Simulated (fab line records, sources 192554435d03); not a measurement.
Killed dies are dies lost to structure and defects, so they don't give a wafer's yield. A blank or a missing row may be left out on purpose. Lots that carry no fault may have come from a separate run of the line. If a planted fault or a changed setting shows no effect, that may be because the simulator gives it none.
fab line records	flow n5-finfet	part 1 of 2: steps 1 to 26 of 35
[record] lots = 5	wafers = 15	last-day = 21
route steps=1938 shown BEOL_M14@1762 BEOL_M15@1773
lots that met no fault: from a run of the same line without faults
start-h: hours from the record's first day to the start of the lot's first wafer shown	wait-h: hours elapsed since this lot's preceding step	" as in the row above	L1.1+2: a row that stands for several wafers	- no value present, or no start provided	* or withheld: withheld	< > ~ a bound
route shown NAME@n: names a module that has steps shown in the file, with the first one's number in the route	usual: mean and standard deviation over wafers with no fault	same: alike in all rows	chamber/n: place in a boat	sites: per-site readings	_std_site: the values' standard deviation	_edge_site: mean of outer sites minus mean of inner sites	radius-mm: for every site, how far away it sits from the centre of the wafer	mask NAME#n: copy n	behind: the tool/chamber that last shaped the wafer	hold: reason for holding the lot/hours on hold/outcome of the hold	device: names the non-switching transistor (n, p or np)	end of line: the tests these same wafers got at the end of their route	step lacking rows: just its recipe	killed: dies lost to structure and defects at the first sort, not the wafer's yield	map: per-die view of a wafer (x killed, . not killed, _ where there is no die)
set.NAME: the setting the step ran with; set.NAME@STEP: the setting that earlier step ran with	model.NAME: the simulator's own value behind a step, which no gauge read
lots seen at some steps along the route; tables by step, rows by wafer
services: the hour from which a tool's chamber was out of use, counted from the record's first day as start-h (under 0 if before that day), plus the number of hours and why
[[steps]]
[step N5_BEOL_M14_SPUTTER_43]
[recipe] material = TaN	target-thk-a = 150	temp-c = 50	bias-v = 168.6	power-w = 15000	chamber-pressure-pa = 0.12	time-s = 24.19
[usual] throttle-valve-pct = 30.2/1.2
lot.wafer	tool	chamber	start-h	wait-h	throttle-valve-pct
L074.1	pvd-sputter-03	-	359.23	0.0	28.8
L074.2	"	-	"	"	32.1
L074.6	"	-	"	"	32.1
L075.2	pvd-sputter-01	-	359.48	0.0	31.8
L075.3	"	-	"	"	31.7
L075.6	"	-	"	"	31.6
L078.2	pvd-sputter-03	-	368.07	0.0	28.1
L078.3	"	-	"	"	32.0
L078.5	"	-	"	"	28.6
L081.3	pvd-sputter-03	-	382.73	0.0	32.0
L081.4	"	-	"	"	29.0
L081.5	"	-	"	"	28.3
L097.1	pvd-sputter-01	-	487.45	0.0	30.0
L097.4	"	-	"	"	31.4
L097.5	"	-	"	"	32.1
[step N5_BEOL_M14_SPUTTER_44]
[recipe] material = Ta	target-thk-a = 150	temp-c = 50	bias-v = 80	power-w = 15000	chamber-pressure-pa = 0.07	time-s = 24.19
[usual] throttle-valve-pct = 30.2/1.2
lot.wafer	tool	chamber	start-h	wait-h	throttle-valve-pct
L074.1	pvd-sputter-03	-	359.31	0.0	28.9
L074.2	"	-	"	"	32.1
L074.6	"	-	"	"	31.9
L075.2	pvd-sputter-01	-	359.56	0.0	31.9
L075.3	"	-	"	"	31.5
L075.6	"	-	"	"	31.3
L078.2	pvd-sputter-03	-	368.15	0.0	28.3
L078.3	"	-	"	"	32.0
L078.5	"	-	"	"	28.8
L081.3	pvd-sputter-03	-	382.81	0.0	31.7
L081.4	"	-	"	"	28.9
L081.5	"	-	"	"	28.5
L097.1	pvd-sputter-01	-	488.34	0.9	29.9
L097.4	"	-	"	"	31.6
L097.5	"	-	"	"	31.9
[step N5_BEOL_M14_SPUTTER_45]
[recipe] material = Cu	target-thk-a = 1000	temp-c = -20	bias-v = 60	power-w = 26000	chamber-pressure-pa = 0.13	time-s = 16.67
[usual] chuck-gas-flow-sccm = 1.25/0.05	throttle-valve-pct = 30.2/1.2
lot.wafer	tool	chamber	start-h	wait-h	chuck-gas-flow-sccm	throttle-valve-pct
L074.1	pvd-sputter-03	-	359.39	0.0	1.24	28.8
L074.2	"	-	"	"	1.27	32.0
L074.6	"	-	"	"	1.21	32.1
L075.2	pvd-sputter-01	-	359.64	0.0	1.19	31.8
L075.3	"	-	"	"	1.22	31.7
L075.6	"	-	"	"	1.23	31.7
L078.2	pvd-sputter-03	-	368.23	0.0	1.24	28.3
L078.3	"	-	"	"	1.26	31.8
L078.5	"	-	"	"	1.28	28.9
L081.3	pvd-sputter-03	-	382.89	0.0	1.27	31.7
L081.4	"	-	"	"	1.24	29.1
L081.5	"	-	"	"	1.27	28.3
L097.1	pvd-sputter-01	-	488.42	0.0	1.21	30.2
L097.4	"	-	"	"	1.28	31.7
L097.5	"	-	"	"	1.18	31.9
[step N5_BEOL_M14_ECD_47]
[recipe] material = Cu	target-thk-a = 12480
lot.wafer	tool	chamber	start-h	wait-h
L074.1+2+6	ecd-cu-01	1,0,1	359.51	0.1
L075.2+3+6	ecd-cu-01	1,0,0	359.76	0.1
L078.2+3+5	ecd-cu-02	1,1,0	368.35	0.1
L081.3+4+5	ecd-cu-01	1,0,1	383.07	0.1
L097.1+4+5	ecd-cu-01	1,0,0	488.54	0.1
[step N5_BEOL_M14_ANNEAL_48]
[recipe] temp-c = 225	time-s = 90	ambient = N2
[usual] wafer_temp_C_max = 225.89/0.23
lot.wafer	tool	chamber	start-h	wait-h	wafer_temp_C_max
L074.1	rtp-anneal-01	0	359.70	0.1	225.20
L074.2	"	0	"	"	225.72
L074.6	"	0	"	"	225.54
L075.2	rtp-anneal-01	0	360.01	0.2	225.73
L075.3	"	0	"	"	225.84
L075.6	"	0	"	"	225.89
L078.2	rtp-anneal-01	0	368.60	0.2	225.81
L078.3	"	0	"	"	225.89
L078.5	"	0	"	"	226.18
L081.3	rtp-anneal-02	0	383.57	0.4	225.78
L081.4	"	0	"	"	226.02
L081.5	"	0	"	"	226.09
L097.1	rtp-anneal-01	0	488.73	0.1	226.29
L097.4	"	0	"	"	226.22
L097.5	"	0	"	"	226.13
[step N5_BEOL_M14_CMP_49]
[recipe] stop-on = SiO2	t-overpolish-s = 5.2	down-force-psi = 2	platen-rpm = 80	clearing-platen-down-force-psi = 2	clearing-platen-rpm = 80	post-cmp-clean = cu-alkaline	target-thk-nm = 560	clearing-platen-pad-velocity-m-s = 1.5917	pad-velocity-m-s = 1.5917
[usual] barrier-field-endpoint-s = 11.3/0.31	motor-current-A = 7.7/0.78	overpolish-run-s = 5.201/0.009	time-to-endpoint-s = 121/5
lot.wafer	tool	chamber	start-h	wait-h	barrier-field-endpoint-s	motor-current-A	overpolish-run-s	time-to-endpoint-s
L074.2	cmp-02	0	360.03	0.2	11.5	7.1	5.197	127
L074.1	"	1	"	"	10.6	6.8	5.197	113
L074.6	"	0	"	"	11.4	6.9	5.188	127
L075.3	cmp-04	3	360.30	0.2	11.3	8.2	5.199	118
L075.2	"	0	"	"	11.5	7.8	5.203	123
L075.6	"	3	"	"	11.5	7.6	5.197	121
L078.2	cmp-03	0	368.87	0.2	11.4	8.4	5.203	117
L078.3	"	2	"	"	11.5	7.9	5.198	121
L078.5	"	0	"	"	11.1	9.2	5.202	117
L081.3	cmp-02	0	383.79	0.2	11.6	7.2	5.197	127
L081.4	"	3	"	"	11.2	8.1	5.197	122
L081.5	"	1	"	"	11.1	7.0	5.189	115
L097.4	cmp-03	1	489.03	0.1	11.7	8.1	5.199	126
L097.1	"	0	"	"	11.4	8.8	5.206	117
L097.5	"	2	"	"	11.2	7.7	5.209	116
[step N5_BEOL_M14_THK_MEAS_50]
[recipe] thk-meas-gauge = xrf	reads = Cu_of_BEOL_M14_ECD_47
[usual] M14_THK = 539/17
lot.wafer	tool	chamber	start-h	wait-h	M14_THK[nm]
L074.1	film-metro-01	-	360.29	-	535
L074.2	"	-	"	"	551
L074.6	"	-	"	"	545
L075.2	film-metro-01	-	360.56	-	548
L075.3	"	-	"	"	537
L075.6	"	-	"	"	570
L078.2	film-metro-02	-	369.16	-	543
L078.3	"	-	"	"	512
L078.5	"	-	"	"	534
L081.3	film-metro-01	-	384.09	-	543
L081.4	"	-	"	"	535
L081.5	"	-	"	"	527
L097.1	film-metro-02	-	489.32	-	554
L097.4	"	-	"	"	532
L097.5	"	-	"	"	574
[step N5_BEOL_M14_PRE_CLEAN_52]
[recipe] gas = NH3	time-s = 15	temp-c = withheld	rf-power-w = 300
lot.wafer	tool	chamber	start-h	wait-h
L074.1+2+6	pecvd-02	0,1,0	360.32	0.0
L075.2+3+6	pecvd-02	0,1,0	360.60	0.0
L078.2+3+5	pecvd-02	2,1,1	369.20	0.0
L081.3+4+5	pecvd-04	1,1,0	384.12	0.0
L097.1+4+5	pecvd-02	0,0,2	489.36	0.0
[step N5_BEOL_M14_DEP_53]
[recipe] material = SiCN	target-thk-a = 500	temp-c = withheld	precursor = 3MS/NH3	pressure-torr = 3	rf-w = 675	time-s = 17.8
[usual] showerhead-plenum-p-Torr = 4.160/0.02	throttle-valve-pct = 18.2/0.71
lot.wafer	tool	chamber	start-h	wait-h	showerhead-plenum-p-Torr	throttle-valve-pct
L074.1	pecvd-02	0	360.36	0.0	4.153	18.5
L074.2	"	1	"	"	4.141	18.7
L074.6	"	0	"	"	4.163	18.5
L075.2	pecvd-02	0	360.63	0.0	4.168	18.1
L075.3	"	1	"	"	4.144	18.9
L075.6	"	0	"	"	4.161	18.6
L078.2	pecvd-02	2	369.23	0.0	4.172	18.1
L078.3	"	1	"	"	4.140	18.8
L078.5	"	1	"	"	4.144	18.8
L081.3	pecvd-04	1	384.15	0.0	4.110	18.9
L081.4	"	1	"	"	4.123	19.0
L081.5	"	0	"	"	4.141	18.4
L097.1	pecvd-02	0	489.40	0.0	4.157	18.5
L097.4	"	0	"	"	4.168	18.4
L097.5	"	2	"	"	4.178	18.4
[step N5_BEOL_M14_RS_MEAS_54]
[recipe] thk-meas-gauge = four-point-probe	reads = Cu_of_BEOL_M14_ECD_47+Ta_of_BEOL_M14_SPUTTER_44+TaN_of_BEOL_M14_SPUTTER_43
[usual] M14_RS = 0.0331/0.001
lot.wafer	tool	chamber	start-h	wait-h	M14_RS[ohm/sq]
L074.1	film-metro-01	-	360.45	0.1	0.0333
L074.2	"	-	"	"	0.0322
L074.6	"	-	"	"	0.0327
L075.2	film-metro-02	-	360.72	0.1	0.0324
L075.3	"	-	"	"	0.0332
L075.6	"	-	"	"	0.0312
L078.2	film-metro-02	-	369.30	0.1	0.0328
L078.3	"	-	"	"	0.0349
L078.5	"	-	"	"	0.0334
L081.3	film-metro-02	-	384.22	0.1	0.0326
L081.4	"	-	"	"	0.0330
L081.5	"	-	"	"	0.0335
L097.1	film-metro-02	-	489.48	0.1	0.0325
L097.4	"	-	"	"	0.0338
L097.5	"	-	"	"	0.0313
[step N5_BEOL_M14_INSPECT_55]
[recipe] inspect-instrument = darkfield	mode = post-dep
[usual] raw-defect-count = 78/24
lot.wafer	tool	chamber	start-h	wait-h	raw-defect-count
L074.1	defect-inspect-01	-	360.47	0.0	66
L074.2	"	-	"	"	63
L074.6	"	-	"	"	55
L075.2	defect-inspect-01	-	360.74	0.0	80
L075.3	"	-	"	"	44
L075.6	"	-	"	"	72
L078.2	defect-inspect-01	-	369.46	0.2	102
L078.3	"	-	"	"	101
L078.5	"	-	"	"	95
L081.3	defect-inspect-01	-	384.24	0.0	92
L081.4	"	-	"	"	97
L081.5	"	-	"	"	123
L097.1	defect-inspect-02	-	489.51	0.0	73
L097.4	"	-	"	"	99
L097.5	"	-	"	"	46
[step N5_BEOL_M15_ILD_DEP_00]
[recipe] material = SiO2	target-thk-a = 16293	temp-c = 400	precursor = TEOS/O2	pressure-torr = 6.5	rf-w = 900	teos-flow-sccm = 161.4	gas = O2	flow-sccm = 2650	time-s = 346.1
[usual] heater-power-outer-w = 287/82	heater-power-w = 559/150	showerhead-plenum-p-Torr = 8.34/0.041	throttle-valve-pct = 18.8/0.86
lot.wafer	tool	chamber	start-h	wait-h	heater-power-outer-w	heater-power-w	showerhead-plenum-p-Torr	throttle-valve-pct
L074.1	pecvd-03	0	360.51	0.0	162	342	8.34	18.8
L074.2	"	2	"	"	363	660	8.41	18.0
L074.6	"	1	"	"	191	350	8.34	19.6
L075.2	pecvd-01	1	360.78	0.0	269	548	8.41	17.9
L075.3	"	0	"	"	238	473	8.34	19.9
L075.6	"	2	"	"	139	310	8.37	17.6
L078.2	pecvd-01	0	369.49	0.0	274	541	8.34	20.0
L078.3	"	1	"	"	251	529	8.41	17.9
L078.5	"	0	"	"	199	417	8.34	19.8
L081.3	pecvd-04	0	384.28	0.0	441	882	8.33	18.8
L081.4	"	1	"	"	347	625	8.25	20.1
L081.5	"	0	"	"	311	666	8.31	19.3
L097.1	pecvd-01	1	489.54	0.0	348	632	8.40	17.8
L097.4	"	1	"	"	238	523	8.39	18.2
L097.5	"	1	"	"	324	604	8.41	17.8
[step N5_BEOL_M15_THK_MEAS_01]
[recipe] reads = SiO2_of_BEOL_M15_ILD_DEP_00
[usual] M15_ILD_THK = 1626/23
lot.wafer	tool	chamber	start-h	wait-h	M15_ILD_THK[nm]
L074.1	film-metro-01	-	360.76	0.1	1604
L074.2	"	-	"	"	1632
L074.6	"	-	"	"	1637
L075.2	film-metro-02	-	361.03	0.1	1640
L075.3	"	-	"	"	1625
L075.6	"	-	"	"	1646
L078.2	film-metro-01	-	369.74	0.1	1626
L078.3	"	-	"	"	1650
L078.5	"	-	"	"	1629
L081.3	film-metro-02	-	384.53	0.1	1569
L081.4	"	-	"	"	1583
L081.5	"	-	"	"	1593
L097.1	film-metro-02	-	489.90	0.2	1629
L097.4	"	-	"	"	1627
L097.5	"	-	"	"	1643
[step N5_BEOL_M15_COAT_58]
[recipe] resist = BARC	temp-c = 205	time-s = 60	spin-rpm = 1500	resist-thk-nm = 89
lot.wafer	tool	chamber	start-h	wait-h
L074.1+2+6	litho-track-01	0	360.79	0.0
L075.2+3+6	litho-track-01	0	361.06	0.0
L078.2+3+5	litho-track-01	0	369.78	0.0
L081.3+4+5	litho-track-02	0	384.56	0.0
L097.1+4+5	litho-track-01	0	489.93	0.0
[step N5_BEOL_M15_COAT_04]
[recipe] spin-rpm = 1704	resist-thk-nm = 800
lot.wafer	tool	chamber	start-h	wait-h
L074.1+2+6	litho-track-01	0	-	-
L075.2+3+6	litho-track-01	0	-	-
L078.2+3+5	litho-track-01	0	-	-
L081.3+4+5	litho-track-02	0	-	-
L097.1+4+5	litho-track-01	0	-	-
[step N5_BEOL_M15_EBR_06]
[recipe] solvent = PGMEA	ebr-width-mm = 1.5
lot.wafer	tool	chamber	start-h	wait-h
L074.1+2+6	litho-track-01	0	-	-
L075.2+3+6	litho-track-01	0	-	-
L078.2+3+5	litho-track-01	0	-	-
L081.3+4+5	litho-track-02	0	-	-
L097.1+4+5	litho-track-01	0	-	-
[step N5_BEOL_M15_SOFTBAKE_05]
[recipe] temp-c = 130	time-s = 60
lot.wafer	tool	chamber	start-h	wait-h
L074.1+2+6	litho-track-01	0	-	-
L075.2+3+6	litho-track-01	0	-	-
L078.2+3+5	litho-track-01	0	-	-
L081.3+4+5	litho-track-02	0	-	-
L097.1+4+5	litho-track-01	0	-	-
[step N5_BEOL_M15_EXPOSE_07]
[recipe] mask-id = V14	na = 0.8	source-shape = annular	sigma-inner = 0.5	sigma-outer = 0.8	polarization = unpolarized	attpsm-phase-deg = 180	dose-mj = 41.25
lot.wafer	tool	chamber	start-h	wait-h	mask
L074.1+2+6	krf-scanner-02	0	361.02	-	V14#0
L075.2+3+6	krf-scanner-02	0	361.17	-	V14#0
L078.2+3+5	krf-scanner-02	0	370.01	-	V14#0
L081.3+4+5	krf-scanner-01	0	384.80	-	V14#0
L097.1+4+5	krf-scanner-02	0	490.03	-	V14#0
[step N5_BEOL_M15_PEB_08]
[recipe] peb-temp-c = 130	peb-time-s = 90
lot.wafer	tool	chamber	start-h	wait-h
L074.1+2+6	litho-track-02	0	361.08	0.1
L075.2+3+6	litho-track-01	0	361.22	0.0
L078.2+3+5	litho-track-01	0	370.06	0.0
L081.3+4+5	litho-track-02	0	384.84	0.0
L097.1+4+5	litho-track-01	0	490.09	0.1
[step N5_BEOL_M15_DEVELOP_09]
[recipe] develop-time-s = 45	rinse-liquid = diw	dry = air-spin	dev-temp-c = 21
lot.wafer	tool	chamber	start-h	wait-h
L074.1+2+6	litho-track-02	0	-	-
L075.2+3+6	litho-track-01	0	-	-
L078.2+3+5	litho-track-01	0	-	-
L081.3+4+5	litho-track-02	0	-	-
L097.1+4+5	litho-track-01	0	-	-
[step N5_BEOL_M15_HARDBAKE_14]
[recipe] temp-c = 130	time-s = 120
lot.wafer	tool	chamber	start-h	wait-h
L074.1+2+6	litho-track-02	0	-	-
L075.2+3+6	litho-track-01	0	-	-
L078.2+3+5	litho-track-01	0	-	-
L081.3+4+5	litho-track-02	0	-	-
L097.1+4+5	litho-track-01	0	-	-
[step N5_BEOL_M15_CD_MEAS_10]
[recipe] target-cd-nm = 360	landing-energy-ev = 500	detector = se-inlens	polarity = opening
[usual] cd-nm = 358.6/2.5
lot.wafer	tool	chamber	start-h	wait-h	cd-nm
L074.1	cd-sem-03	0	361.19	-	361.1
L074.2	"	0	"	"	363.0
L074.6	"	0	"	"	356.9
L075.2	cd-sem-01	0	361.34	-	356.4
L075.3	"	0	"	"	358.8
L075.6	"	0	"	"	355.4
L078.2	cd-sem-02	0	370.17	-	356.0
L078.3	"	0	"	"	361.0
L078.5	"	0	"	"	359.4
L081.3	cd-sem-01	0	384.96	-	359.8
L081.4	"	0	"	"	361.4
L081.5	"	0	"	"	363.0
L097.1	cd-sem-03	0	490.20	-	356.0
L097.4	"	0	"	"	358.3
L097.5	"	0	"	"	356.1
[step N5_BEOL_M15_OVL_MEAS_11]
[recipe] points-per-wafer = 44
[usual] V14_OVL = 3/5.6
lot.wafer	tool	chamber	start-h	wait-h	V14_OVL[nm]
L074.1	overlay-02	0	361.22	0.0	13
L074.2	"	0	"	"	15
L074.6	"	0	"	"	7
L075.2	overlay-02	0	361.36	0.0	0
L075.3	"	0	"	"	8
L075.6	"	0	"	"	6
L078.2	overlay-01	0	370.20	0.0	9
L078.3	"	0	"	"	5
L078.5	"	0	"	"	12
L081.3	overlay-02	0	384.99	0.0	1
L081.4	"	0	"	"	6
L081.5	"	0	"	"	0
L097.1	overlay-02	0	490.23	0.0	-2
L097.4	"	0	"	"	0
L097.5	"	0	"	"	-4
[step N5_BEOL_M15_INSPECT_12]
[recipe] mode = adi	inspect-instrument = macro
[usual] raw-defect-count = 1.9/1.4
lot.wafer	tool	chamber	start-h	wait-h	raw-defect-count
L074.1	defect-inspect-02	-	361.25	0.0	2
L074.2	"	-	"	"	5
L074.6	"	-	"	"	4
L075.2	defect-inspect-02	-	361.39	0.0	1
L075.3	"	-	"	"	3
L075.6	"	-	"	"	3
L078.2	defect-inspect-01	-	370.23	0.0	1
L078.3	"	-	"	"	2
L078.5	"	-	"	"	4
L081.3	defect-inspect-01	-	385.01	0.0	1
L081.4	"	-	"	"	6
L081.5	"	-	"	"	4
L097.1	defect-inspect-01	-	490.26	0.0	2
L097.4	"	-	"	"	2
L097.5	"	-	"	"	1
[step N5_BEOL_M15_DESCUM_15]
[recipe] chemistry = O2	time-s = 7.9	source-power-w = 50	bias-power-w = 20	pressure-mtorr = 20	rf-frequency-hz = 2.712e+07	temp-c = 40	o2-flow-sccm = 225
[usual] drypump-motor-current-A = 5.7/0.41	oes-product-au = 0.78/0.085	rf-vpp-V = 243.3/1.5	showerhead-plenum-p-Torr = 2.09/0.083	throttle-valve-pct = 20.4/0.34
lot.wafer	tool	chamber	start-h	wait-h	drypump-motor-current-A	oes-product-au	rf-hours-counter-h	rf-vpp-V	showerhead-plenum-p-Torr	throttle-valve-pct
L074.1	rie-diel-03	2	361.28	0.0	6.0	0.66	249	241.3	1.97	20.1
L074.2	"	3	"	"	6.4	0.70	185	242.1	2.09	20.5
L074.6	"	0	"	"	5.2	0.86	-	241.8	2.03	20.3
L075.2	rie-diel-02	3	361.42	0.0	5.4	0.78	94	244.2	2.21	20.2
L075.3	"	0	"	"	5.8	0.77	127	242.4	2.00	20.4
L075.6	"	0	"	"	5.8	0.77	-	241.0	2.00	20.4
L078.2	rie-diel-06	2	370.77	0.5	5.8	0.68	224	242.5	2.13	20.0
L078.3	"	1	"	"	5.6	0.74	194	242.3	2.00	21.0
L078.5	"	3	"	"	5.4	0.86	-	244.5	2.19	20.5
L081.3	rie-diel-02	3	386.03	1.0	5.4	0.77	105	245.9	2.21	20.2
L081.4	"	3	"	"	5.4	0.77	-	244.9	2.21	20.2
L081.5	"	1	"	"	4.9	0.73	-	244.6	2.10	21.0
L097.1	rie-diel-03	0	490.29	0.0	5.2	0.81	86	242.9	2.01	20.4
L097.4	"	2	"	"	6.0	0.88	26	245.1	2.22	19.8
L097.5	"	2	"	"	6.0	0.90	-	245.5	2.22	19.8
[step N5_BEOL_M15_ETCH_59]
[recipe] chemistry = N2/H2	target = BARC	target-depth-a = 890	overetch-a = 267	time-s = 67.9	ion-energy-ev = 200	pressure-mtorr = 30	source-w = 840	bias-w = 150	n2-flow-sccm = 200	h2-flow-sccm = 200
[usual] drypump-motor-current-A = 5.7/0.41	oes-product-au = 0.67/0.069	rf-vpp-V = 524.0/2.8	showerhead-plenum-p-Torr = 2.54/0.11	throttle-valve-pct = 17.79/0.29
lot.wafer	tool	chamber	start-h	wait-h	drypump-motor-current-A	oes-product-au	rf-hours-counter-h	rf-vpp-V	showerhead-plenum-p-Torr	throttle-valve-pct
L074.1	rie-diel-03	2	361.32	0.0	6.0	0.57	249	519.0	2.40	17.72
L074.2	"	3	"	"	6.5	0.62	185	524.2	2.52	17.77
L074.6	"	0	"	"	5.3	0.71	-	522.3	2.47	17.74
L075.2	rie-diel-02	3	361.46	0.0	5.4	0.68	94	527.8	2.67	17.64
L075.3	"	0	"	"	5.8	0.66	127	519.3	2.43	17.78
L075.6	"	0	"	"	5.8	0.66	-	522.0	2.43	17.78
L078.2	rie-diel-06	2	370.80	0.0	5.8	0.59	224	525.5	2.62	17.56
L078.3	"	1	"	"	5.6	0.63	194	520.8	2.39	18.19
L078.5	"	3	"	"	5.4	0.75	-	527.0	2.70	18.21
L081.3	rie-diel-02	3	386.06	0.0	5.4	0.66	105	527.6	2.66	17.65
L081.4	"	3	"	"	5.4	0.66	-	527.5	2.66	17.66
L081.5	"	1	"	"	4.8	0.61	-	523.7	2.51	18.21
L097.1	rie-diel-03	0	490.33	0.0	5.2	0.68	86	523.1	2.45	17.81
L097.4	"	2	"	"	6.0	0.77	26	528.3	2.71	17.31
L097.5	"	2	"	"	6.0	0.77	-	527.5	2.71	17.30
